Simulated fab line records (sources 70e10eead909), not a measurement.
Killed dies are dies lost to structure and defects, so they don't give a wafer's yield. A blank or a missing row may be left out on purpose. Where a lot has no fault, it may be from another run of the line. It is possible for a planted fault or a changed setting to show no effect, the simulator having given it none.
Chamber matching :: flow nand harc :: NHARC_A_BONDPAD_STRIP_15 on rie diel-08 has 4 sister chambers
The step strips in O2. 20 wafers are shown with their chamber, then 10 later ones without.

WAFERS WITH THEIR CHAMBER
wafer: L075.2
chamber: 0
showerhead plenum p Torr (Torr): 3.54
drypump motor current A (A): 5.6
oes product au (a.u.): 1.020

wafer: L075.3
chamber: 1
showerhead plenum p Torr (Torr): 3.41
drypump motor current A (A): 6.6
oes product au (a.u.): 1.014

wafer: L075.4
chamber: 2
showerhead plenum p Torr (Torr): 3.49
drypump motor current A (A): 6.1
oes product au (a.u.): 1.019

wafer: L075.1
chamber: 3
showerhead plenum p Torr (Torr): 3.35
drypump motor current A (A): 5.2
oes product au (a.u.): 0.992

wafer: L075.5
chamber: 2
showerhead plenum p Torr (Torr): 3.49
drypump motor current A (A): 6.1
oes product au (a.u.): 1.005

wafer: L075.6
chamber: 1
showerhead plenum p Torr (Torr): 3.41
drypump motor current A (A): 6.5
oes product au (a.u.): 1.001

wafer: L076.1
chamber: 2
showerhead plenum p Torr (Torr): 3.49
drypump motor current A (A): 6.1
oes product au (a.u.): 1.002

wafer: L076.2
chamber: 1
showerhead plenum p Torr (Torr): 3.41
drypump motor current A (A): 6.6
oes product au (a.u.): 1.001

wafer: L076.3
chamber: 0
showerhead plenum p Torr (Torr): 3.54
drypump motor current A (A): 5.6
oes product au (a.u.): 1.014

wafer: L076.4
chamber: 3
showerhead plenum p Torr (Torr): 3.35
drypump motor current A (A): 5.2
oes product au (a.u.): 0.991

wafer: L076.5
chamber: 0
showerhead plenum p Torr (Torr): 3.54
drypump motor current A (A): 5.6
oes product au (a.u.): 1.013

wafer: L076.6
chamber: 1
showerhead plenum p Torr (Torr): 3.41
drypump motor current A (A): 6.5
oes product au (a.u.): 0.999

wafer: L082.3
chamber: 3
showerhead plenum p Torr (Torr): 3.34
drypump motor current A (A): 5.2
oes product au (a.u.): 0.992

wafer: L082.5
chamber: 1
showerhead plenum p Torr (Torr): 3.41
drypump motor current A (A): 6.5
oes product au (a.u.): 0.992

wafer: L082.6
chamber: 2
showerhead plenum p Torr (Torr): 3.49
drypump motor current A (A): 6.0
oes product au (a.u.): 0.992

wafer: L085.2
chamber: 0
showerhead plenum p Torr (Torr): 3.53
drypump motor current A (A): 5.6
oes product au (a.u.): 1.012

wafer: L085.3
chamber: 3
showerhead plenum p Torr (Torr): 3.34
drypump motor current A (A): 5.2
oes product au (a.u.): 0.992

wafer: L085.4
chamber: 2
showerhead plenum p Torr (Torr): 3.49
drypump motor current A (A): 6.1
oes product au (a.u.): 1.009

wafer: L083.1
chamber: 2
showerhead plenum p Torr (Torr): 3.49
drypump motor current A (A): 6.1
oes product au (a.u.): 1.010

wafer: L083.2
chamber: 3
showerhead plenum p Torr (Torr): 3.34
drypump motor current A (A): 5.2
oes product au (a.u.): 1.005

SIGNATURES (means of the wafers above)
reading: showerhead plenum p Torr
chamber 0: 3.5375
chamber 1: 3.4100
chamber 2: 3.4900
chamber 3: 3.3440
scatter within a chamber: 0.00349

reading: drypump motor current A
chamber 0: 5.600
chamber 1: 6.540
chamber 2: 6.083
chamber 3: 5.200
scatter within a chamber: 0.0356

reading: oes product au
chamber 0: 1.01475
chamber 1: 1.00140
chamber 2: 1.00617
chamber 3: 0.99440
scatter within a chamber: 0.00725
Rule: for a wafer and a chamber, the distance is found by dividing, reading by reading, the gap between the wafer's reading and the chamber's mean by the reading's scatter, squaring, summing and taking the root. The wafer belongs to the nearest chamber; if the next one is less than 2 further off, it can't be placed. How the scatter is found: for the shown wafers, subtract from each reading the mean of its chamber, square and add these, divide the total by (wafers less chambers), then take the root.

WAFERS WHOSE CHAMBER IS MISSING
wafer: L083.3
showerhead plenum p Torr (Torr): 3.41
drypump motor current A (A): 6.6
oes product au (a.u.): 1.003

wafer: L083.4
showerhead plenum p Torr (Torr): 3.53
drypump motor current A (A): 5.6
oes product au (a.u.): 1.005

wafer: L083.5
showerhead plenum p Torr (Torr): 3.34
drypump motor current A (A): 5.2
oes product au (a.u.): 1.001

wafer: L083.6
showerhead plenum p Torr (Torr): 3.49
drypump motor current A (A): 6.0
oes product au (a.u.): 1.010

wafer: L093.1
showerhead plenum p Torr (Torr): 3.41
drypump motor current A (A): 6.6
oes product au (a.u.): 0.993

wafer: L093.4
showerhead plenum p Torr (Torr): 3.41
drypump motor current A (A): 6.6
oes product au (a.u.): 0.988

wafer: L093.6
showerhead plenum p Torr (Torr): 3.49
drypump motor current A (A): 6.1
oes product au (a.u.): 0.984

wafer: L096.1
showerhead plenum p Torr (Torr): 3.40
drypump motor current A (A): 6.6
oes product au (a.u.): 0.977

wafer: L096.3
showerhead plenum p Torr (Torr): 3.40
drypump motor current A (A): 6.5
oes product au (a.u.): 0.981

wafer: L096.4
showerhead plenum p Torr (Torr): 3.33
drypump motor current A (A): 5.2
oes product au (a.u.): 0.998

EACH ONE'S CHAMBER
wafer: L083.3
from the rows above: 1
in truth: 1

wafer: L083.4
from the rows above: 0
in truth: 0

wafer: L083.5
from the rows above: 3
in truth: 3

wafer: L083.6
from the rows above: 2
in truth: 2

wafer: L093.1
from the rows above: 1
in truth: 1

wafer: L093.4
from the rows above: 1
in truth: 1

wafer: L093.6
from the rows above: 2
in truth: 2

wafer: L096.1
from the rows above: 1
in truth: 1

wafer: L096.3
from the rows above: 1
in truth: 1

wafer: L096.4
from the rows above: 3
in truth: 3
Correctly placed: 10 of 10. Number that these rows cannot place: 0. Wrongly placed: 0.
